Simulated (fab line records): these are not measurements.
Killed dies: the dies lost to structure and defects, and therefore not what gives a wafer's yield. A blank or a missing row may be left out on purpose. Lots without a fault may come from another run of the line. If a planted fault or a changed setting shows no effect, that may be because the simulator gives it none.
Struck lot and sound lot, side by side + flow n5-finfet + 40 out of 1938 route steps
Sound: these wafers, L562.2, L562.3, L562.5. Struck: wafer L565.6 (L565.3, L565.4, from the same lot, were not struck and are left out); the cause is given at the end.
Each step with rows lists, per side, the tool, then ch with its chambers, then its first start. Under that, the readings that differ: sound wafers + struck wafers + difference of the means + sigmas: that difference in standard deviations of wafers without a fault.
alike: same words and numbers on both sides, and readings whose means sit less than 2 such deviations apart. not compared: any withheld reading, any reading some wafer has no value for, any bound like >300 that may hide the same value, and any number with overlapping values for which the record gives no deviation.
A row with sigmas, a row that says differs or no value, or rows on one side alone: a step with any of these is where the two part. When numbers do not overlap yet have no deviation, they are printed without sigmas and do not part them. A reading that every wafer of one side lacks parts them only if that side has two wafers or more.

first, 12 steps without rows for these wafers: N5_HKMG_FIN_DESCUM_53 (chemistry O2, time 7.9 s); N5_HKMG_FIN_ETCH_54 (etches SiARC in CF4, target depth 45.5 nm, time 75.8 s); N5_HKMG_FIN_ETCH_55 (etches SOC in N2/H2, target depth 240 nm, time 300 s); N5_HKMG_FIN_STRIP_56 (strips in N2/H2); N5_HKMG_FIN_STRIP_57 (strips in CF4); N5_HKMG_FIN_ETCH_58 (etches SOC in N2/H2, target depth 215.8 nm, time 741 s); N5_HKMG_FIN_STRIP_93 (strips SOC in N2/H2, time 20 s); N5_HKMG_FIN_WET_ETCH_76 (etches Al2O3 in dNH4OH, stops on La2O3, target depth 2.25 nm, rinse time 30 s); N5_HKMG_FIN_STRIP_60 (strips in N2/H2, time 360 s); N5_HKMG_FIN_WET_ETCH_77 (etches La2O3 in dHCl, stops on HfO2, target depth 2 nm); N5_HKMG_FIN_WET_ETCH_78 (etches Al2O3 in dNH4OH, stops on La2O3, target depth 4.5 nm, rinse time 30 s); N5_HKMG_FIN_ALD_79 (deposits TiN, target thk 1.5 nm, pulse time 1 s, purge time 3 s).
N5_HKMG_FIN_CVD_62: deposits a-Si from Si2H6, target thk 3 nm, time 20.8 s.
  sound on thermal-cvd-si-01 ch 1,2, day 5 17:16; struck on thermal-cvd-si-02 ch 2, day 6 14:57
| reading                                   | sound          | struck | difference | sigmas |
|-------------------------------------------|----------------|--------|------------|--------|
| heater-power-w (W)                        | 1533 1400 1421 | 1720   | +269       | +2     |
| model.a-Si_of_HKMG_FIN_CVD_62.thk-nm (nm) | 3 2.8 3        | 1      | -2         |        |
then, 25 steps without rows for these wafers: N5_HKMG_FIN_RTA_80 (time 2 s); N5_HKMG_FIN_PRECLEAN_64 (cleans in dHF, time 30 s); N5_HKMG_FIN_WET_ETCH_65 (etches a-Si in TMAH, stops on TiN, time 49 s, target depth 3 nm); N5_HKMG_FIN_WET_ETCH_81 (etches TiN in SC1, stops on HfO2, time 57 s, target depth 6 nm); N5_HKMG_FIN_WET_ETCH_82 (etches La2O3 in dHCl, stops on HfO2, target depth 2 nm, rinse time 30 s); N5_HKMG_FIN_ALD_36 (deposits TiN, target thk 1 nm, pulse time 1 s, purge time 3 s); N5_HKMG_FIN_PWFM_ALD_03 (deposits TiN, target thk 2 nm, pulse time 1 s, purge time 3 s); N5_HKMG_FIN_COAT_29 (time 60 s, resist thk 300 nm); N5_HKMG_FIN_COAT_30 (time 60 s, resist thk 35 nm); N5_HKMG_FIN_COAT_06 (resist thk 90 nm); N5_HKMG_FIN_EBR_08; N5_HKMG_FIN_SOFTBAKE_07 (time 60 s); N5_HKMG_FIN_EXPOSE_09 (exposes mask NWFM); N5_HKMG_FIN_PEB_10 (peb time 60 s); N5_HKMG_FIN_DEVELOP_11 (develop time 30 s); N5_HKMG_FIN_DESCUM_17 (chemistry O2, time 7.9 s); N5_HKMG_FIN_ETCH_31 (etches SiARC in CF4, target depth 45.5 nm, time 75.8 s); N5_HKMG_FIN_ETCH_32 (etches SOC in N2/H2, target depth 240 nm, time 300 s); N5_HKMG_FIN_STRIP_33 (strips in N2/H2); N5_HKMG_FIN_STRIP_34 (strips in CF4); N5_HKMG_FIN_ETCH_35 (etches SOC in N2/H2, target depth 215.8 nm, time 243.4 s); N5_HKMG_FIN_STRIP_92 (strips SOC in N2/H2, time 20 s); N5_HKMG_FIN_WET_ETCH_18 (etches TiN in SC1, time 55 s, target depth 5.2 nm, rinse time 30 s); N5_HKMG_FIN_STRIP_19 (strips in N2/H2, time 360 s); N5_HKMG_FIN_ALD_91 (deposits TiN, target thk 1 nm, pulse time 1 s, purge time 3 s).
-- a jump in the record: the struck wafers' starts before and after are 4 days apart (it breaks off in module HKMG_FIN and resumes in module BEOL_M4, where the first step shown is number 1111 of the route) --
N5_BEOL_M4_RC_MEAS_101:
  sound on prober-01 ch 0, day 9 05:07; struck on prober-01 ch 0, day 10 06:14
| reading       | sound             | struck | difference | sigmas |
|---------------|-------------------|--------|------------|--------|
| EOT_N         | 10.51 10.53 10.49 | 10.91  | +0.40      | +4     |
| EOT_P         | 10.53 10.57 10.51 | 10.84  | +0.30      | +3     |
| ION_N (uA/um) | 700 663 700       | 663    | -25        | -2     |
  alike: DIBL_N, DIBL_P, IOFF_N, IOFF_P, ION_P, SS_N, SS_P, VT_N, VT_P
-- the record jumps here: 4 days lie between the struck wafers' starts before and after (it left off in module BEOL_M4 and takes up again in module PASSIVATION, whose first step shown is number 1936 of the route) --
N5_PASSIVATION_PROBE_49:
  the record has rows for the struck wafers here (prober-01, day 14 06:34) and none for the sound ones

WHERE THEY PART
First at N5_HKMG_FIN_CVD_62; last, within this record, at N5_PASSIVATION_PROBE_49.

WHY: what the simulator had put in
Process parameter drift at N5_HKMG_FIN_CVD_62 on thermal-cvd-si-02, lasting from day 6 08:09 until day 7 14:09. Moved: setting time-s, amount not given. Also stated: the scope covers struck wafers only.
